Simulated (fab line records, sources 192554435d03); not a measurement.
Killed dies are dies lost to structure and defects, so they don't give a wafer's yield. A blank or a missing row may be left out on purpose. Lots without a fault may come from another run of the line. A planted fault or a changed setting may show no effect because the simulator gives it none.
fab line records | flow n5_finfet
record lots=13 wafers=36 last_day=18
route steps=1938 shown BEOL_M8@1385
lots that met no fault: from a run of the same line without faults
start_h: hours from the record's first day to the start of the lot's first wafer shown | wait_h: hours since the lot's step before | " the same as in the row above | L1.1+2: a row that stands for several wafers | - no value, or no start given | * or withheld: withheld | < > ~ a bound
route shown NAME@n: a module of which the file shows steps, and the number in the route of the first | usual: mean/standard deviation of fault-free wafers | same: alike in all rows | chamber/n: place in a boat | sites: the reading at each site | _std_site: their standard deviation | _edge_site: outer sites' mean less inner sites' | radius_mm: how far each site lies from the wafer's centre | mask NAME#n: copy n | behind: the tool/chamber that last shaped the wafer | hold: why the lot was held/for how many hours/how that ended | device: the transistor (n, p or np) that didn't switch | end of line: the same wafers' tests at the end of the route | a step without rows: its recipe alone | killed: dies lost to structure and defects at the first sort, not the wafer's yield | map: a wafer's dies, x killed, . not, _ none there
set.NAME: the setting as run; set.NAME@STEP: as run at that earlier step | model.NAME: the simulator's own value behind a step, which no gauge read
steps of the route over a sample of lots; a table a step, a row a wafer
services: from which hour (start_h, from the record's first day; less than 0 if before it) a tool's chamber was out of use, for how many hours, and why
## steps
# step N5_BEOL_M8_CD_MEAS_35
# recipe target_cd_nm=40 polarity=opening
# usual cd_nm=39.9/0.46
# columns lot.wafer tool chamber start_h wait_h cd_nm
L387.2 cd_sem-02 - 204.98 0.0 38.9
L387.3 " - " " 39.6
L387.6 " - " " 39.3
L389.2 cd_sem-03 - 217.09 0.0 40.2
L389.3 " - " " 39.4
L389.5 " - " " 40.4
L388.2 cd_sem-03 - 217.17 0.0 39.4
L388.4 " - " " 40.1
L388.6 " - " " 40.0
L390.2 cd_sem-01 - 224.48 0.0 40.1
L390.3 " - " " 38.8
L390.4 " - " " 39.4
L393.4 cd_sem-01 - 244.25 0.0 39.5
L391.1 cd_sem-01 - 246.62 0.0 40.2
L391.2 " - " " 39.6
L401.1 cd_sem-03 - 289.43 0.0 40.7
L401.2 " - " " 40.7
L401.3 " - " " 40.3
L399.2 cd_sem-02 - 291.33 0.0 39.9
L399.4 " - " " 40.1
L399.6 " - " " 40.7
L405.1 cd_sem-03 - 309.13 0.0 40.3
L405.2 " - " " 40.4
L405.5 " - " " 39.9
L403.2 cd_sem-01 - 309.40 0.0 40.9
L403.3 " - " " 40.3
L403.5 " - " " 40.1
L407.1 cd_sem-01 - 341.16 0.0 39.6
L407.3 " - " " 40.2
L407.5 " - " " 39.7
L409.2 cd_sem-03 - 341.59 0.0 40.0
L409.3 " - " " 40.0
L409.5 " - " " 39.7
L408.1 cd_sem-03 - 343.59 0.0 39.9
L408.3 " - " " 39.9
L408.5 " - " " 40.0
# step N5_BEOL_M8_ALD_77
# recipe material=TaN target_thk_a=20 temp_c=275 ald_precursor_family=PDMAT ald_co_reactant=NH3 pressure_torr=3 carrier_flow_sccm=1500 pulse_time_s=2 purge_time_s=3 co_reactant_purge_time_s=2 co_reactant_pulse_time_s=3 ald_cycles=40 precursor_vessel_temp_c=75 precursor_vessel_pressure_torr=26.25 precursor_vessel_carrier_sccm=1000
# usual heater_power_w=428/35
# same purge_time_s=3
# columns lot.wafer tool chamber start_h wait_h heater_power_w since_wet_clean_h
L387.2 ald_metal-03 1 205.85 0.0 488 6023
L387.3 " 0 " " 392 6023
L387.6 " 3 " " 405 -
L389.2 ald_metal-04 1 218.41 0.0 441 4497
L389.3 " 3 " " 385 4497
L389.5 " 0 " " 438 -
L388.2 ald_metal-01 2 219.55 0.3 442 2959
L388.4 " 1 " " 472 2959
L388.6 " 2 " " 441 -
L390.2 ald_metal-04 0 225.45 0.0 445 4504
L390.3 " 3 " " 387 4504
L390.4 " 2 " " 388 4504
L393.4 ald_metal-01 1 244.79 0.1 479 2985
L391.1 ald_metal-03 0 247.17 0.0 408 6064
L391.2 " 2 " " 388 6064
L401.1 ald_metal-01 0 291.42 0.3 426 3031
L401.2 " 1 " " 475 3031
L401.3 " 3 " " 466 3031
L399.2 ald_metal-04 3 292.47 0.3 389 4571
L399.4 " 1 " " 433 4571
L399.6 " 2 " " 389 -
L405.1 ald_metal-01 0 310.06 0.1 434 3050
L405.2 " 3 " " 480 3050
L405.5 " 2 " " 433 -
L403.2 ald_metal-04 2 310.26 0.2 376 4589
L403.3 " 1 " " 441 4589
L403.5 " 1 " " 442 -
L407.1 ald_metal-04 3 342.07 0.0 376 4620
L407.3 " 2 " " 386 4620
L407.5 " 2 " " 375 -
L409.2 ald_metal-01 2 343.41 0.2 435 3083
L409.3 " 3 " " 468 3083
L409.5 " 3 " " 471 -
L408.1 ald_metal-01 1 344.26 0.0 474 3084
L408.3 " 2 " " 441 3084
L408.5 " 0 " " 417 -
# step N5_BEOL_M8_CVD_78
# recipe material=Co target_thk_a=20 temp_c=withheld precursor=CCTBA/H2 pressure_torr=30 time_s=142.3
# usual run_length_s=164.5/0.48
# columns lot.wafer tool chamber start_h wait_h run_length_s since_wet_clean_h
L387.2 cvd_co-01 0 206.20 0.0 164.8 748
L387.3 " 2 " " 163.8 288
L387.6 " 0 " " 164.7 -
L389.2 cvd_co-02 1 218.75 0.0 165.7 82
L389.3 " 0 " " 164.4 979
L389.5 " 1 " " 165.0 -
L388.2 cvd_co-01 0 221.93 0.2 164.1 763
L388.4 " 2 " " 164.0 -
L388.6 " 0 " " 164.0 -
L390.2 cvd_co-02 2 225.87 0.0 164.4 527
L390.3 " 1 " " 165.7 89
L390.4 " 0 " " 164.5 -
L393.4 cvd_co-01 2 245.45 0.3 164.1 -
L391.1 cvd_co-01 1 247.80 0.2 164.0 1226
L391.2 " 0 " " 166.6 789
L401.1 cvd_co-02 2 291.99 0.3 164.3 593
L401.2 " 0 " " 164.7 1052
L401.3 " 0 " " 165.3 -
L399.2 cvd_co-02 0 293.02 0.1 164.9 1053
L399.4 " 0 " " 164.9 -
L399.6 " 0 " " 164.8 -
L405.1 cvd_co-02 2 310.82 0.0 164.3 612
L405.2 " 1 " " 165.2 174
L405.5 " 0 " " 165.1 -
L403.2 cvd_co-01 0 311.09 0.2 164.7 852
L403.3 " 1 " " 164.3 1290
L403.5 " 2 " " 164.1 -
L407.1 cvd_co-01 2 342.43 0.0 164.3 424
L407.3 " 0 " " 164.1 -
L407.5 " 0 " " 164.3 -
L409.2 cvd_co-01 0 343.82 0.0 164.3 885
L409.3 " 2 " " 163.7 -
L409.5 " 2 " " 164.3 -
L408.1 cvd_co-01 0 344.72 0.1 164.3 886
L408.3 " 2 " " 164.0 -
L408.5 " 2 " " 164.2 -
# step N5_BEOL_M8_RS_MEAS_57
# recipe thk_meas_gauge=four-point-probe reads=Cu_of_BEOL_M8_ECD_50+Co_of_BEOL_M8_CVD_78+TaN_of_BEOL_M8_ALD_77
# usual M8_RS=0.283/0.0054
# columns lot.wafer tool chamber start_h wait_h M8_RS[ohm/sq]
L387.2 film_metro-01 - 207.41 0.1 0.287
L387.3 " - " " 0.288
L387.6 " - " " 0.284
L389.2 film_metro-01 - 221.52 0.1 0.284
L389.3 " - " " 0.285
L389.5 " - " " 0.289
L388.2 film_metro-02 - 223.03 0.1 0.283
L388.4 " - " " 0.280
L388.6 " - " " 0.286
L390.2 film_metro-02 - 227.41 0.1 0.289
L390.3 " - " " 0.282
L390.4 " - " " 0.278
L393.4 film_metro-01 - 247.12 0.0 0.295
L391.1 film_metro-02 - 249.74 0.1 0.287
L391.2 " - " " 0.282
L401.1 film_metro-02 - 293.16 0.1 0.278
L401.2 " - " " 0.277
L401.3 " - " " 0.281
L399.2 film_metro-02 - 294.22 0.1 0.285
L399.4 " - " " 0.289
L399.6 " - " " 0.293
L405.1 film_metro-01 - 311.95 0.1 0.285
L405.2 " - " " 0.286
L405.5 " - " " 0.291
L403.2 film_metro-01 - 313.03 0.1 0.274
L403.3 " - " " 0.279
L403.5 " - " " 0.282
L407.1 film_metro-01 - 345.00 0.1 0.288
L407.3 " - " " 0.280
L407.5 " - " " 0.291
L409.2 film_metro-02 - 345.63 0.1 0.283
L409.3 " - " " 0.277
L409.5 " - " " 0.286
L408.1 film_metro-02 - 346.14 0.1 0.283
L408.3 " - " " 0.280
L408.5 " - " " 0.280
## services
# columns tool chamber start_h hours kind
ald_metal-01 - 202.06 2.8 pm
ald_metal-04 - 219.47 1.0 repair
cvd_co-02 1 290.74 2.7 repair
cvd_co-01 1 333.33 - clean
cvd_co-01 1 333.33 22.0 scheduled_down
cvd_co-01 1 333.33 22.0 vent_cycle
ald_metal-03 - 337.25 14.0 pm
ald_metal-03 0 337.25 14.0 vent_cycle
ald_metal-03 1 337.25 14.0 vent_cycle
ald_metal-03 2 337.25 14.0 vent_cycle
ald_metal-03 3 337.25 14.0 vent_cycle
## key
first_sign step=N5_BEOL_M8_CVD_78 reading=run_length_s direction=up sigmas=4.2 usual=* struck=*
effect none on later readings
met_at N5_BEOL_M8_CVD_78
struck_lots L391
struck_wafers L391.2
not_acting_at N5_BEOL_M8_CD_MEAS_35,N5_BEOL_M8_ALD_77,N5_BEOL_M8_RS_MEAS_57
onset_between 221.93 247.80
fault kind=process_parameter_drift tool=cvd_co-01 chamber=- onset_h=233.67 steps=N5_BEOL_M8_CVD_78 channel=time_s offset=* shape=step end_h=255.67 scope=struck_wafers_only acts_in=* stated=*
